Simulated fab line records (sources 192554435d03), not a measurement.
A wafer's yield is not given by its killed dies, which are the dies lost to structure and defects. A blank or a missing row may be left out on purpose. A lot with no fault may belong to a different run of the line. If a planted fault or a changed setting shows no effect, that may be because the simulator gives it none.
8D (eight disciplines) problem report, filled in by code	flow n5 finfet	the parts of the form that need people (team, actions taken, sign-off) are left out

== 1. WHAT WENT WRONG ==
N5_BEOL_M7_OCD_MEAS_38, trench depth nm: mean 99.1 nm over 1 wafer from 1 lot; wafers with no fault: 93.2 nm, standard deviation 1.2. That is +4.9 standard deviations from the usual mean.
First observed at day 12 14:41: wafer L264.5, on ocd-02. Wafers with a number at this step in the record: 29, from 10 lots. Rule for "out", or "out of limits": more than 4 standard deviations from the usual mean. The other wafers with a number count as sound.

== 2. WHAT IT IS AND WHAT IT IS NOT ==
question	is	is not
which readings at this step	trench depth nm	-
which lots	L264	L254, L255, L256, L257, L259, L267, L272, L274, L275
which wafers of those lots	L264.5	L264.6
read on which gauges	ocd-02	ocd-01
when	from day 12 14:41	up to then (16 sound wafers); but 12 sound wafers of L267, L272, L274, L275 came after

== 3. WHAT RULES OUT EACH SUSPECT ==
Counting: any tool at a process step up to the reading remains a suspect provided it ran every lot that is out. Sound lots after the first of them don't rule it out here, since some wafers of a struck lot are sound.
- the gauge at N5_BEOL_M7_OCD_MEAS_38: kept. All the wafers that are out were read on ocd-02, and no step on other tools shows them out.
- rie diel-03 at N5_BEOL_M7_STRIP_36 (strips in N2/H2): kept. It processed L264, the lot that is out, at day 12 14:31, and its most recent sound lot before then was L255 at day 10 11:56.
- rie diel-03 at N5_BEOL_M7_TRENCH_ETCH_37 (etches SiCOH lowk in C4F6/O2, target depth 93.478 nm, time 31.2 s): kept. It processed L264, the lot that is out, at day 12 14:32, and its most recent sound lot before then was L255 at day 10 11:58.
- Within rie diel-03 at N5_BEOL_M7_STRIP_36, the wafers that are out were processed in chamber 1 and their sound lot-mates in chamber 2.
- Within rie diel-03 at N5_BEOL_M7_TRENCH_ETCH_37, the wafers that are out were processed in chamber 1 and their sound lot-mates in chamber 2.
Still standing after the count: rie diel-03 at N5_BEOL_M7_STRIP_36, rie diel-03 at N5_BEOL_M7_TRENCH_ETCH_37, ocd-02 at N5_BEOL_M7_OCD_MEAS_38.

== 4. THE CAUSE (what the simulator had put in) ==
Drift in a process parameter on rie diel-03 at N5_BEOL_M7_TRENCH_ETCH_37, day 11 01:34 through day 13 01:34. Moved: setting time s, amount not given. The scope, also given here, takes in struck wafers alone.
Of the 3 suspects that counting leaves, this tool is one.

== 5. THE CHAIN OF EFFECTS, in route order ==
Rows list readings where the struck wafers' mean (over those with a number) sits beyond 3 standard deviations from the usual. Readings are gone through only where the record gives a usual standard deviation; hours: the median, over the lots, of the time from a lot's start at the first step in this table giving one to that lot's start at this step; sigmas: the change measured in usual standard deviations.
hours	step	reading	usual	on struck wafers	change	sigmas
0	N5_BEOL_M7_TRENCH_ETCH_37	run length s	54.6 s	56.5	+1.9	+3.8
0	N5_BEOL_M7_OCD_MEAS_38	trench depth nm	93.2 nm	99.1	+5.9	+4.9
69	N5_PASSIVATION_PROBE_49	killed at contacts	12	37	+25	+3.7
Process steps it contains:
- N5_BEOL_M7_TRENCH_ETCH_37: etches SiCOH lowk in C4F6/O2, target depth 93.478 nm, time 31.2 s.
- N5_PASSIVATION_PROBE_49

== 6. WHAT WOULD HAVE CAUGHT IT SOONER ==
In this record the first reading out of limits at a measuring or inspecting step was taken at day 12 14:41, 37 hours after the fault began at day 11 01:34.
An alarm limit of 4 standard deviations would not have fired on the tool readings at N5_BEOL_M7_TRENCH_ETCH_37 for which the record gives a usual standard deviation, since none of them was out on any struck wafer.
By day 12 14:41, every lot that is out (1) had started N5_BEOL_M7_TRENCH_ETCH_37 on rie diel-03. Had the tool been put on hold then, not one of them would have been saved.
